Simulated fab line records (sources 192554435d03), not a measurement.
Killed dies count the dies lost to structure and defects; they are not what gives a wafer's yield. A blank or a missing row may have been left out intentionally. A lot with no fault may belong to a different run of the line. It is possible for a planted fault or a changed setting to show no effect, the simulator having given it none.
Matching of chambers | flow n5-finfet | N5_BEOL_M4_DEP_57 on pecvd-01 has 3 sister chambers
The step deposits SiCN from 3MS/NH3, target thk 8 nm, time 14 s. 3 wafers are shown with their chamber, then 7 later ones without.

WAFERS, EACH WITH ITS CHAMBER
wafer  | chamber | throttle-valve-pct (%)
L083.6 | 1       | 9.3
L094.1 | 0       | 9.1
L094.2 | 2       | 9.0

WAFERS WITHOUT THEIR CHAMBER
wafer  | throttle-valve-pct (%)
L094.6 | 9.1
L095.3 | 9.6
L095.5 | 9.1
L095.6 | 8.9
L096.1 | 9.0
L096.4 | 9.4
L096.6 | 8.9

WHICH CHAMBER EACH WENT THROUGH
wafer  | from the rows above          | in truth
L094.6 | can't be placed: 0 or 2 or 1 | 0
L095.3 | can't be placed: 1 or 0      | 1
L095.5 | can't be placed: 0 or 2 or 1 | 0
L095.6 | can't be placed: 2 or 0      | 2
L096.1 | can't be placed: 2 or 0      | 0
L096.4 | can't be placed: 1 or 0      | 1
L096.6 | can't be placed: 2 or 0      | 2
Correctly placed: 0 of 7. Not placeable from these rows: 7 (in 7, the candidates include the true chamber). Wrongly placed: 0.
How it was worked out, from the rows above alone: a wafer's distance from a chamber is the root of the sum, over the readings, of the square of ((its reading less the chamber's mean) divided by the reading's scatter). The wafer belongs to the nearest chamber; if the next one is less than 2 further off, it can't be placed. A chamber's mean is the mean of its shown wafers. The scatter: root of mean squared gap, hidden wafer to nearest shown wafer, with one shown wafer a chamber.
